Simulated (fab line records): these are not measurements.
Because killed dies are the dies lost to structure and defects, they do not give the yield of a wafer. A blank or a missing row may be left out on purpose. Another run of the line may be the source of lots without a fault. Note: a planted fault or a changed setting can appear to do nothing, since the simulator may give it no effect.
fab line records + flow n5_finfet
record
- lots=6
- wafers=16
- last_day=15
route steps=1938 shown SD_EPI_N@267 PASSIVATION@1936
lots with no fault: from the same line, run without faults
start_h: the number of hours between the record's first day and the start of the first shown wafer of the lot + wait_h: time in hours since the lot's previous step + " unchanged from the row above + L1.1+2: a single row standing in for several wafers + - no value present, or no start provided + * or withheld: withheld + < > ~ a bound
route shown NAME@n: a module of which the file shows steps, and the number in the route of the first + usual: average and standard deviation across the fault-free wafers + same: alike in all rows + chamber/n: place in a boat + sites: readings site by site + _std_site: their standard deviation + _edge_site: inner sites' mean taken away from outer sites' mean + radius_mm: for every site, how far away it sits from the centre of the wafer + mask NAME#n: copy n + behind: tool/chamber where the wafer was last shaped + hold: what put the lot on hold/how long, in hours/how the hold closed + device: names the non-switching transistor (n, p or np) + end of line: tests run on the same wafers once the route is complete + a step without rows: its recipe alone + killed: at the first sort, the dies lost to defects and structure; wafer yield is something else + map: a wafer's dies, marking killed ones x, the rest . and places with no die _
set.NAME: the run value of the setting; set.NAME@STEP: its run value at that earlier step + model.NAME: the simulator's own value behind a step, which no gauge read
lots at some steps of the route; a table a step, a row a wafer
services: the hour from which a tool's chamber was out of use, counted from the record's first day as start_h (under 0 if before that day), plus the number of hours and why
## steps
# step N5_SD_EPI_N_EXPOSE_06
# recipe
- mask_id=SD_N_BLK
- na=1.35
- source_shape=conventional
- sigma_outer=0.8
- polarization=unpolarized
- target_cd_nm=120
- dose_mj=39.75
# step N5_SD_EPI_N_PEB_07
# recipe
- peb_temp_c=110
- peb_time_s=60
- resist=CAR-ArF-block
# step N5_SD_EPI_N_DEVELOP_08
# recipe
- develop_time_s=30
- developer=TMAH
- resist=CAR-ArF-block
- dev_temp_c=23
- rinse_liquid=diw
- dry=air_spin
# step N5_SD_EPI_N_CD_MEAS_09
# recipe
- target_cd_nm=120
- landing_energy_ev=500
- detector=se_inlens
# usual
- cd_nm=120.6/0.92
| lot.wafer | tool      | chamber | start_h | wait_h | cd_nm |
|-----------|-----------|---------|---------|--------|-------|
| L938.1    | cd_sem-02 | 0       | 54.17   | -      | 119.7 |
| L938.3    | "         | 0       | "       | "      | 118.8 |
| L938.5    | "         | 0       | "       | "      | 119.8 |
| L939.1    | cd_sem-03 | 0       | 65.19   | -      | 120.6 |
| L939.3    | "         | 0       | "       | "      | 122.3 |
| L939.4    | "         | 0       | "       | "      | 122.0 |
| L942.3    | cd_sem-03 | 0       | 78.59   | -      | 120.3 |
| L942.6    | "         | 0       | "       | "      | 120.1 |
| L943.5    | cd_sem-01 | 0       | 83.63   | -      | 119.7 |
| L943.6    | "         | 0       | "       | "      | 120.6 |
| L951.2    | cd_sem-02 | 0       | 132.34  | -      | 119.2 |
| L951.4    | "         | 0       | "       | "      | 121.3 |
| L951.5    | "         | 0       | "       | "      | 119.8 |
| L952.1    | cd_sem-02 | 0       | 139.62  | -      | 119.2 |
| L952.3    | "         | 0       | "       | "      | 119.9 |
| L952.4    | "         | 0       | "       | "      | 120.2 |
# step N5_SD_EPI_N_OVL_MEAS_10
# recipe
- points_per_wafer=44
# usual
- SD_N_BLK_OVL=-0.3/0.69
| lot.wafer | tool       | chamber | start_h | wait_h | SD_N_BLK_OVL[nm] |
|-----------|------------|---------|---------|--------|------------------|
| L938.1    | overlay-02 | 0       | 54.20   | 0.0    | -0.9             |
| L938.3    | "          | 0       | "       | "      | -2.1             |
| L938.5    | "          | 0       | "       | "      | -0.8             |
| L939.1    | overlay-01 | 0       | 65.22   | 0.0    | 0.3              |
| L939.3    | "          | 0       | "       | "      | -0.8             |
| L939.4    | "          | 0       | "       | "      | 0.2              |
| L942.3    | overlay-01 | 0       | 78.61   | 0.0    | 0.6              |
| L942.6    | "          | 0       | "       | "      | -0.1             |
| L943.5    | overlay-01 | 0       | 83.66   | 0.0    | -0.2             |
| L943.6    | "          | 0       | "       | "      | -1.6             |
| L951.2    | overlay-02 | 0       | 132.37  | 0.0    | 0.1              |
| L951.4    | "          | 0       | "       | "      | -0.7             |
| L951.5    | "          | 0       | "       | "      | 0.1              |
| L952.1    | overlay-02 | 0       | 139.65  | 0.0    | -0.3             |
| L952.3    | "          | 0       | "       | "      | -0.4             |
| L952.4    | "          | 0       | "       | "      | -1.1             |
# step N5_SD_EPI_N_INSPECT_11
# recipe
- mode=adi
- inspect_instrument=macro
# usual
- raw_defect_count=1.9/1.5
| lot.wafer | tool              | chamber | start_h | wait_h | raw_defect_count |
|-----------|-------------------|---------|---------|--------|------------------|
| L938.1    | defect_inspect-01 | -       | 54.22   | 0.0    | 0                |
| L938.3    | "                 | -       | "       | "      | 1                |
| L938.5    | "                 | -       | "       | "      | 1                |
| L939.1    | defect_inspect-01 | -       | 65.24   | 0.0    | 2                |
| L939.3    | "                 | -       | "       | "      | 1                |
| L939.4    | "                 | -       | "       | "      | 4                |
| L942.3    | defect_inspect-01 | -       | 78.64   | 0.0    | 1                |
| L942.6    | "                 | -       | "       | "      | 2                |
| L943.5    | defect_inspect-01 | -       | 83.68   | 0.0    | 4                |
| L943.6    | "                 | -       | "       | "      | 4                |
| L951.2    | defect_inspect-01 | -       | 132.39  | 0.0    | 4                |
| L951.4    | "                 | -       | "       | "      | 2                |
| L951.5    | "                 | -       | "       | "      | 1                |
| L952.1    | defect_inspect-02 | -       | 139.67  | 0.0    | 2                |
| L952.3    | "                 | -       | "       | "      | 3                |
| L952.4    | "                 | -       | "       | "      | 1                |
# step N5_SD_EPI_N_DESCUM_14
# recipe
- chemistry=O2
- time_s=7.9
- source_power_w=50
- bias_power_w=20
- pressure_mtorr=20
- rf_frequency_hz=2.712e+07
- temp_c=40
- resist=CAR-ArF-block
- o2_flow_sccm=225
# usual
- drypump_motor_current_A=5.4/0.55
- oes_product_au=0.74/0.075
- rf_vpp_V=242.6/1.3
- showerhead_plenum_p_Torr=2.06/0.058
- throttle_valve_pct=20.41/0.19
| lot.wafer | tool        | chamber | start_h | wait_h | drypump_motor_current_A | oes_product_au | rf_hours_counter_h | rf_vpp_V | showerhead_plenum_p_Torr | throttle_valve_pct |
|-----------|-------------|---------|---------|--------|-------------------------|----------------|--------------------|----------|--------------------------|--------------------|
| L938.1    | rie_diel-04 | 1       | 54.40   | 0.2    | 5.4                     | 0.70           | 211                | 241.0    | 2.00                     | 20.47              |
| L938.3    | "           | 3       | "       | "      | 4.9                     | 0.74           | 152                | 242.8    | 2.16                     | 20.55              |
| L938.5    | "           | 2       | "       | "      | 5.3                     | 0.75           | -                  | 241.5    | 2.05                     | 20.41              |
| L939.1    | rie_diel-05 | 1       | 65.28   | 0.0    | 6.4                     | 0.79           | 128                | 241.8    | 2.01                     | 20.39              |
| L939.3    | "           | 3       | "       | "      | 4.9                     | 0.76           | 144                | 241.6    | 2.02                     | 20.56              |
| L939.4    | "           | 0       | "       | "      | 5.9                     | 0.66           | 231                | 242.4    | 2.05                     | 20.18              |
| L942.3    | rie_diel-04 | 1       | 78.67   | 0.0    | 5.3                     | 0.69           | 220                | 242.8    | 2.00                     | 20.47              |
| L942.6    | "           | 2       | "       | "      | 5.3                     | 0.73           | -                  | 242.0    | 2.04                     | 20.43              |
| L943.5    | rie_diel-04 | 2       | 83.73   | 0.0    | 5.3                     | 0.73           | -                  | 241.7    | 2.04                     | 20.43              |
| L943.6    | "           | 3       | "       | "      | 4.9                     | 0.72           | -                  | 245.1    | 2.16                     | 20.57              |
| L951.2    | rie_diel-01 | 1       | 132.51  | 0.1    | 4.7                     | 0.74           | 178                | 243.9    | 2.16                     | 20.51              |
| L951.4    | "           | 0       | "       | "      | 4.9                     | 0.68           | 247                | 241.6    | 2.05                     | 20.41              |
| L951.5    | "           | 2       | "       | "      | 6.3                     | 0.70           | -                  | 244.1    | 2.05                     | 20.40              |
| L952.1    | rie_diel-04 | 2       | 139.71  | 0.0    | 5.3                     | 0.72           | 176                | 243.2    | 2.03                     | 20.45              |
| L952.3    | "           | 1       | "       | "      | 5.4                     | 0.68           | 243                | 241.4    | 1.99                     | 20.52              |
| L952.4    | "           | 3       | "       | "      | 4.9                     | 0.71           | 184                | 245.4    | 2.15                     | 20.59              |
# step N5_SD_EPI_N_ETCH_34
# recipe
- chemistry=CF4
- target=SiARC
- target_depth_a=455
- mask_material=CAR-ArF-block
- time_s=75.8
- ion_energy_ev=80
- pressure_mtorr=40
- source_w=545
- bias_w=36
- Ar_flow_sccm=100
- cf4_flow_sccm=100
- ends=cleared
# usual
- drypump_motor_current_A=5.4/0.55
- etch_rf_on_time_s=77.4/2.3
- oes_product_au=0.63/0.065
- rf_vpp_V=183.7/1.2
- showerhead_plenum_p_Torr=2.11/0.067
- throttle_valve_pct=15.61/0.26
| lot.wafer | tool        | chamber | start_h | wait_h | drypump_motor_current_A | etch_rf_on_time_s | oes_product_au | rf_hours_counter_h | rf_vpp_V | showerhead_plenum_p_Torr | throttle_valve_pct |
|-----------|-------------|---------|---------|--------|-------------------------|-------------------|----------------|--------------------|----------|--------------------------|--------------------|
| L938.1    | rie_diel-04 | 1       | 54.44   | 0.0    | 5.3                     | 77.9              | 0.59           | 211                | 183.5    | 2.02                     | 15.58              |
| L938.3    | "           | 3       | "       | "      | 4.9                     | 78.5              | 0.61           | 152                | 186.3    | 2.24                     | 15.87              |
| L938.5    | "           | 2       | "       | "      | 5.3                     | 75.9              | 0.64           | -                  | 182.8    | 2.06                     | 15.35              |
| L939.1    | rie_diel-05 | 1       | 65.31   | 0.0    | 6.4                     | 79.4              | 0.65           | 128                | 182.4    | 2.08                     | 15.62              |
| L939.3    | "           | 3       | "       | "      | 4.9                     | 74.4              | 0.67           | 144                | 183.4    | 2.05                     | 15.59              |
| L939.4    | "           | 0       | "       | "      | 6.0                     | 79.5              | 0.57           | 231                | 182.9    | 2.10                     | 15.53              |
| L942.3    | rie_diel-04 | 1       | 78.71   | 0.0    | 5.3                     | 78.9              | 0.57           | 220                | 180.6    | 2.02                     | 15.60              |
| L942.6    | "           | 2       | "       | "      | 5.3                     | 76.5              | 0.63           | -                  | 183.2    | 2.06                     | 15.35              |
| L943.5    | rie_diel-04 | 2       | 83.77   | 0.0    | 5.3                     | 76.9              | 0.63           | -                  | 184.2    | 2.06                     | 15.36              |
| L943.6    | "           | 3       | "       | "      | 4.9                     | 79.6              | 0.61           | -                  | 185.8    | 2.24                     | 15.91              |
| L951.2    | rie_diel-01 | 1       | 132.55  | 0.0    | 4.7                     | 76.1              | 0.64           | 178                | 184.7    | 2.21                     | 15.68              |
| L951.4    | "           | 0       | "       | "      | 4.9                     | 76.0              | 0.58           | 247                | 182.4    | 2.13                     | 15.86              |
| L951.5    | "           | 2       | "       | "      | 6.3                     | 79.9              | 0.57           | -                  | 181.8    | 2.10                     | 15.72              |
| L952.1    | rie_diel-04 | 2       | 139.74  | 0.0    | 5.3                     | 74.9              | 0.62           | 176                | 182.0    | 2.05                     | 15.38              |
| L952.3    | "           | 1       | "       | "      | 5.4                     | 78.8              | 0.57           | 243                | 182.6    | 2.01                     | 15.62              |
| L952.4    | "           | 3       | "       | "      | 4.8                     | 79.6              | 0.60           | 184                | 185.2    | 2.23                     | 15.96              |
# step N5_SD_EPI_N_ETCH_35
# recipe
- chemistry=N2/H2
- target=SOC
- overetch_a=1080
- mask_material=SiARC
- temp_c=40
- ion_energy_ev=100
- source_w=3000
- bias_w=133
- pressure_mtorr=20
- time_s=486
- n2_flow_sccm=200
- h2_flow_sccm=200
# usual
- drypump_motor_current_A=5.4/0.55
- n2_flow_sccm=200.0/0.6
- oes_product_au=0.67/0.063
- rf_vpp_V=240.3/1.3
- showerhead_plenum_p_Torr=2.50/0.069
- throttle_valve_pct=23.8/0.32
| lot.wafer | tool        | chamber | start_h | wait_h | drypump_motor_current_A | n2_flow_sccm | oes_product_au | rf_hours_counter_h | rf_vpp_V | showerhead_plenum_p_Torr | throttle_valve_pct |
|-----------|-------------|---------|---------|--------|-------------------------|--------------|----------------|--------------------|----------|--------------------------|--------------------|
| L938.1    | rie_diel-04 | 1       | 54.49   | 0.0    | 5.4                     | 200.4        | 0.62           | 211                | 238.7    | 2.41                     | 23.9               |
| L938.3    | "           | 3       | "       | "      | 4.9                     | 200.4        | 0.66           | 153                | 241.0    | 2.63                     | 24.0               |
| L938.5    | "           | 2       | "       | "      | 5.3                     | 199.8        | 0.67           | -                  | 240.3    | 2.46                     | 23.8               |
| L939.1    | rie_diel-05 | 1       | 65.37   | 0.0    | 6.4                     | 200.1        | 0.71           | 128                | 240.6    | 2.47                     | 24.1               |
| L939.3    | "           | 3       | "       | "      | 4.9                     | 200.0        | 0.68           | 144                | 239.2    | 2.44                     | 23.7               |
| L939.4    | "           | 0       | "       | "      | 6.0                     | 199.8        | 0.61           | 232                | 240.6    | 2.52                     | 23.6               |
| L942.3    | rie_diel-04 | 1       | 78.76   | 0.0    | 5.3                     | 199.7        | 0.62           | 220                | 240.5    | 2.40                     | 23.9               |
| L942.6    | "           | 2       | "       | "      | 5.3                     | 200.5        | 0.67           | -                  | 240.3    | 2.46                     | 23.8               |
| L943.5    | rie_diel-04 | 2       | 83.96   | 0.2    | 5.3                     | 200.0        | 0.66           | -                  | 239.6    | 2.46                     | 23.8               |
| L943.6    | "           | 3       | "       | "      | 4.9                     | 199.8        | 0.66           | -                  | 243.0    | 2.62                     | 24.0               |
| L951.2    | rie_diel-01 | 1       | 132.60  | 0.0    | 4.7                     | 200.6        | 0.67           | 178                | 242.0    | 2.63                     | 23.9               |
| L951.4    | "           | 0       | "       | "      | 4.9                     | 199.0        | 0.61           | 247                | 239.7    | 2.47                     | 23.5               |
| L951.5    | "           | 2       | "       | "      | 6.3                     | 200.2        | 0.62           | -                  | 240.2    | 2.52                     | 23.9               |
| L952.1    | rie_diel-04 | 2       | 139.80  | 0.0    | 5.3                     | 198.6        | 0.65           | 176                | 239.1    | 2.45                     | 23.8               |
| L952.3    | "           | 1       | "       | "      | 5.4                     | 199.3        | 0.60           | 243                | 238.6    | 2.39                     | 23.9               |
| L952.4    | "           | 3       | "       | "      | 4.9                     | 200.2        | 0.64           | 185                | 242.0    | 2.61                     | 24.0               |
# step N5_SD_EPI_N_STRIP_36
# recipe
- chemistry=N2/H2
- temp_c=40
- n2_flow_sccm=200
- h2_flow_sccm=200
- rf_frequency_hz=6e+07
# step N5_SD_EPI_N_ETCHBACK_44
# recipe
- chemistry=CH3F/O2
- mode=anisotropic_etchback
- target=SiNx
- target_depth_a=145
- stop_on=SiO2
- over_etch_frac=0.3
- ion_energy_ev=120
- pressure_mtorr=30
- source_w=395
- bias_w=73
- Ar_flow_sccm=150
- CH3F_flow_sccm=30
- O2_flow_sccm=20
# usual
- drypump_motor_current_A=5.4/0.55
- oes_product_au=0.64/0.06
- rf_vpp_V=298/8.8
- showerhead_plenum_p_Torr=1.97/0.064
- throttle_valve_pct=16.34/0.26
| lot.wafer | tool        | chamber | start_h | wait_h | drypump_motor_current_A | oes_product_au | rf_hours_counter_h | rf_vpp_V | showerhead_plenum_p_Torr | throttle_valve_pct |
|-----------|-------------|---------|---------|--------|-------------------------|----------------|--------------------|----------|--------------------------|--------------------|
| L938.1    | rie_diel-04 | 1       | 54.82   | 0.0    | 5.3                     | 0.60           | 211                | 303      | 1.88                     | 16.27              |
| L938.3    | "           | 3       | "       | "      | 4.8                     | 0.64           | 153                | 314      | 2.10                     | 16.64              |
| L938.5    | "           | 2       | "       | "      | 5.3                     | 0.64           | -                  | 290      | 1.92                     | 16.05              |
| L939.1    | rie_diel-05 | 1       | 65.69   | 0.0    | 6.4                     | 0.68           | 128                | 300      | 1.94                     | 16.35              |
| L939.3    | "           | 3       | "       | "      | 4.9                     | 0.65           | 144                | 288      | 1.93                     | 16.42              |
| L939.4    | "           | 0       | "       | "      | 5.9                     | 0.58           | 232                | 302      | 1.96                     | 16.26              |
| L942.3    | rie_diel-04 | 1       | 79.09   | 0.0    | 5.4                     | 0.60           | 220                | 303      | 1.88                     | 16.28              |
| L942.6    | "           | 2       | "       | "      | 5.3                     | 0.64           | -                  | 289      | 1.92                     | 16.05              |
| L943.5    | rie_diel-04 | 2       | 84.18   | 0.1    | 5.3                     | 0.63           | -                  | 288      | 1.92                     | 16.05              |
| L943.6    | "           | 3       | "       | "      | 4.8                     | 0.63           | -                  | 314      | 2.09                     | 16.64              |
| L951.2    | rie_diel-01 | 1       | 132.93  | 0.0    | 4.7                     | 0.64           | 178                | 287      | 2.07                     | 16.45              |
| L951.4    | "           | 0       | "       | "      | 4.9                     | 0.58           | 247                | 312      | 1.98                     | 16.53              |
| L951.5    | "           | 2       | "       | "      | 6.3                     | 0.60           | -                  | 289      | 1.97                     | 16.49              |
| L952.1    | rie_diel-04 | 2       | 140.12  | 0.0    | 5.3                     | 0.62           | 176                | 288      | 1.91                     | 16.11              |
| L952.3    | "           | 1       | "       | "      | 5.3                     | 0.58           | 243                | 303      | 1.87                     | 16.34              |
| L952.4    | "           | 3       | "       | "      | 4.8                     | 0.62           | 185                | 314      | 2.09                     | 16.68              |
# step N5_SD_EPI_N_ETCH_45
# recipe
- chemistry=CH3F/O2
- target=SiOCN
- target_depth_a=60
- mask_material=SOC
- ion_energy_ev=60
- bias_w=29
- pressure_mtorr=15
- source_w=410
- Ar_flow_sccm=150
- CH3F_flow_sccm=30
- O2_flow_sccm=20
# usual
- drypump_motor_current_A=5.4/0.55
- oes_product_au=0.74/0.078
- rf_vpp_V=127.2/1
- showerhead_plenum_p_Torr=1.96/0.064
- throttle_valve_pct=23.3/0.3
| lot.wafer | tool        | chamber | start_h | wait_h | drypump_motor_current_A | oes_product_au | rf_hours_counter_h | rf_vpp_V | showerhead_plenum_p_Torr | throttle_valve_pct |
|-----------|-------------|---------|---------|--------|-------------------------|----------------|--------------------|----------|--------------------------|--------------------|
| L938.1    | rie_diel-04 | 1       | 54.92   | 0.1    | 5.4                     | 0.69           | 211                | 127.6    | 1.87                     | 23.0               |
| L938.3    | "           | 3       | "       | "      | 4.8                     | 0.73           | 153                | 128.1    | 2.09                     | 23.7               |
| L938.5    | "           | 2       | "       | "      | 5.3                     | 0.74           | -                  | 127.6    | 1.91                     | 23.0               |
| L939.1    | rie_diel-05 | 1       | 65.79   | 0.1    | 6.4                     | 0.78           | 128                | 127.2    | 1.93                     | 23.4               |
| L939.3    | "           | 3       | "       | "      | 4.9                     | 0.76           | 144                | 127.7    | 1.92                     | 23.4               |
| L939.4    | "           | 0       | "       | "      | 5.9                     | 0.67           | 232                | 127.7    | 1.95                     | 23.0               |
| L942.3    | rie_diel-04 | 1       | 79.19   | 0.1    | 5.4                     | 0.68           | 220                | 127.0    | 1.87                     | 23.0               |
| L942.6    | "           | 2       | "       | "      | 5.3                     | 0.74           | -                  | 124.7    | 1.91                     | 23.0               |
| L943.5    | rie_diel-04 | 2       | 84.28   | 0.1    | 5.3                     | 0.74           | -                  | 127.7    | 1.91                     | 23.0               |
| L943.6    | "           | 3       | "       | "      | 4.8                     | 0.72           | -                  | 128.6    | 2.09                     | 23.8               |
| L951.2    | rie_diel-01 | 1       | 133.03  | 0.1    | 4.7                     | 0.72           | 178                | 127.3    | 2.07                     | 23.5               |
| L951.4    | "           | 0       | "       | "      | 4.9                     | 0.69           | 247                | 127.0    | 1.97                     | 23.3               |
| L951.5    | "           | 2       | "       | "      | 6.3                     | 0.67           | -                  | 126.9    | 1.96                     | 23.3               |
| L952.1    | rie_diel-04 | 2       | 140.22  | 0.1    | 5.3                     | 0.73           | 176                | 126.6    | 1.90                     | 23.1               |
| L952.3    | "           | 1       | "       | "      | 5.4                     | 0.66           | 243                | 125.7    | 1.86                     | 23.0               |
| L952.4    | "           | 3       | "       | "      | 4.9                     | 0.71           | 185                | 127.5    | 2.08                     | 23.8               |
# step N5_SD_EPI_N_ETCH_16
# recipe
- chemistry=CHF3/O2
- target=SiO2
- target_depth_a=50
- mask_material=SOC
- pressure_mtorr=30
- source_w=650
- bias_w=170
- Ar_flow_sccm=200
- CHF3_flow_sccm=50
- O2_flow_sccm=5
- ion_energy_ev=200
# usual
- drypump_motor_current_A=5.4/0.55
- oes_product_au=0.74/0.077
- rf_vpp_V=526/15
- showerhead_plenum_p_Torr=2.38/0.075
- throttle_valve_pct=18.88/0.26
| lot.wafer | tool        | chamber | start_h | wait_h | drypump_motor_current_A | oes_product_au | rf_hours_counter_h | rf_vpp_V | showerhead_plenum_p_Torr | throttle_valve_pct | model.etch.depth_nm | model.SiARC_of_SD_EPI_N_COAT_33.thk_nm |
|-----------|-------------|---------|---------|--------|-------------------------|----------------|--------------------|----------|--------------------------|--------------------|---------------------|----------------------------------------|
| L938.1    | rie_diel-04 | 1       | 55.02   | 0.1    | 5.3                     | 0.69           | 211                | 535      | 2.27                     | 18.77              | 4.882               | 13                                     |
| L938.3    | "           | 3       | "       | "      | 4.8                     | 0.73           | 153                | 555      | 2.52                     | 19.17              | 4.857               | 12.8                                   |
| L938.5    | "           | 2       | "       | "      | 5.3                     | 0.74           | -                  | 507      | 2.32                     | 18.59              | 4.929               | 12.8                                   |
| L939.1    | rie_diel-05 | 1       | 65.89   | 0.1    | 6.4                     | 0.78           | 128                | 530      | 2.34                     | 18.97              | 4.885               | 13.4                                   |
| L939.3    | "           | 3       | "       | "      | 4.9                     | 0.77           | 144                | 505      | 2.33                     | 18.98              | 5.068               | 12.4                                   |
| L939.4    | "           | 0       | "       | "      | 5.9                     | 0.66           | 232                | 532      | 2.37                     | 18.76              | 4.755               | 13.8                                   |
| L942.3    | rie_diel-04 | 1       | 79.29   | 0.1    | 5.3                     | 0.68           | 220                | 533      | 2.27                     | 18.79              | 4.822               | 13.2                                   |
| L942.6    | "           | 2       | "       | "      | 5.3                     | 0.89           | -                  | 508      | 2.31                     | 18.62              | 6.57                | 11.8                                   |
| L943.5    | rie_diel-04 | 2       | 84.35   | 0.0    | 5.3                     | 0.75           | -                  | 509      | 2.31                     | 18.61              | 4.944               | 12.8                                   |
| L943.6    | "           | 3       | "       | "      | 4.9                     | 0.87           | -                  | 556      | 2.52                     | 19.20              | 6.478               | 11.6                                   |
| L951.2    | rie_diel-01 | 1       | 133.13  | 0.1    | 4.7                     | 0.74           | 178                | 508      | 2.50                     | 19.05              | 4.924               | 12.8                                   |
| L951.4    | "           | 0       | "       | "      | 4.9                     | 0.68           | 247                | 551      | 2.38                     | 19.04              | 5.012               | 12.4                                   |
| L951.5    | "           | 2       | "       | "      | 6.3                     | 0.68           | -                  | 512      | 2.37                     | 18.99              | 4.795               | 14                                     |
| L952.1    | rie_diel-04 | 2       | 140.32  | 0.1    | 5.3                     | 0.72           | 176                | 509      | 2.30                     | 18.63              | 5.034               | 13                                     |
| L952.3    | "           | 1       | "       | "      | 5.4                     | 0.67           | 243                | 534      | 2.26                     | 18.81              | 4.917               | 13.4                                   |
| L952.4    | "           | 3       | "       | "      | 4.9                     | 0.70           | 185                | 554      | 2.51                     | 19.22              | 4.866               | 13                                     |
# step N5_SD_EPI_N_STRIP_47
# recipe
- chemistry=CHF3/O2
- resist=SiARC
- rf_frequency_hz=6e+07
# step N5_PASSIVATION_PROBE_49
# usual
- killed_at_M0_to_M3=35/11
- killed_at_M4_up=13/5.7
- killed_at_contacts=12/5.7
- killed_at_front_end=40/11
- killed_at_other=4/4.4
- killed_dies=105/18
- killed_on_rim=14/3.9
- killed_open=68/14
- killed_short=34/7.4
# same
- gross_dies=1180
- killed_at_back_side=0
| lot.wafer | tool      | chamber | start_h | wait_h | killed_at_M0_to_M3 | killed_at_M4_up | killed_at_contacts | killed_at_front_end | killed_at_other | killed_dies | killed_on_rim | killed_open | killed_short |
|-----------|-----------|---------|---------|--------|--------------------|-----------------|--------------------|---------------------|-----------------|-------------|---------------|-------------|--------------|
| L951.2    | prober-02 | -       | 356.22  | 0.1    | 66                 | 24              | 13                 | 22                  | 3               | 128         | 19            | 84          | 43           |
| L951.4    | prober-02 | -       | 356.32  | 0.2    | 43                 | 12              | 14                 | 33                  | 2               | 104         | 11            | 68          | 33           |
| L951.5    | prober-02 | -       | 356.37  | 0.2    | 32                 | 11              | 12                 | 27                  | 5               | 87          | 11            | 58          | 29           |
# killed by level:class
L951.2 BEOL_M0_SAQP:geometric_particle:short=13 BEOL_M0_SAQP:geometric_particle:open=11 BEOL_M1:geometric_particle:open=11 MOL_CONTACT_COAG:geometric_particle:open=10 BEOL_M3:geometric_particle:open=9 BEOL_M4:geometric_particle:open=8 STI_FIN_REVEAL:geometric_particle:open=7 BEOL_M3:geometric_particle:short=7
L951.4 BEOL_M0_SAQP:geometric_particle:short=12 FIN_SAQP:geometric_particle:open=11 MOL_CONTACT_COAG:geometric_particle:open=9 BEOL_M0_SAQP:geometric_particle:open=9 BEOL_M3:geometric_particle:open=7 BEOL_M1:geometric_particle:open=6 STI_FIN_REVEAL:geometric_particle:open=5 MOL_CONTACT_COAG:geometric_particle:short=4
L951.5 BEOL_M0_SAQP:geometric_particle:short=11 FIN_SAQP:geometric_particle:open=7 GATE_CUT:geometric_particle:open=6 MOL_CONTACT_COAG:geometric_particle:open=6 MOL_CONTACT_COAG:geometric_particle:short=6 BEOL_M0_SAQP:geometric_particle:open=5 BEOL_M2:geometric_particle:open=5 GATE_CUT:geometric_particle:short=4
## services
| tool        | chamber | start_h | hours | kind                          |
|-------------|---------|---------|-------|-------------------------------|
| rie_diel-05 | 1       | 39.10   | 2.4   | repair                        |
| rie_diel-05 | -       | 71.46   | 0.8   | repair                        |
| rie_diel-01 | -       | 102.19  | 4.3   | pm                            |
| rie_diel-01 | 2       | 107.31  | 5.2   | repair                        |
| rie_diel-01 | -       | 114.81  | 14.6  | pm                            |
| rie_diel-05 | 0       | 119.05  | -     | clean                         |
| rie_diel-05 | 0       | 119.05  | -     | consumable_replace:focus_ring |
| rie_diel-05 | 0       | 119.05  | 23.4  | scheduled_down                |
| rie_diel-05 | 0       | 119.05  | 23.4  | vent_cycle                    |
| rie_diel-05 | 2       | 120.99  | 4.6   | repair                        |
## key
first_sign none at tools or gauges
model_effect
- step=N5_SD_EPI_N_ETCH_16
- value=etch.depth_nm
- without=4.883
- struck=6.524
met_at N5_SD_EPI_N_ETCH_16
struck_wafers L942.6,L943.6
tester_left_out L942,L943
onset_between 55.02 79.29
fault
- kind=process_parameter_drift
- tool=rie_diel-04
- chamber=-
- onset_h=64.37
- steps=N5_SD_EPI_N_ETCH_16
- channel=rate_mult
- offset=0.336
- shape=step
- end_h=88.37
- scope=struck_wafers_only
# tester_left_out: of these lots the tester's yield and bins aren't shown, on N5 and GAA mostly nor the transistor test; their killed dies are dies lost to structure and defects alone, not to doping, threshold or leakage, so they don't give the yield
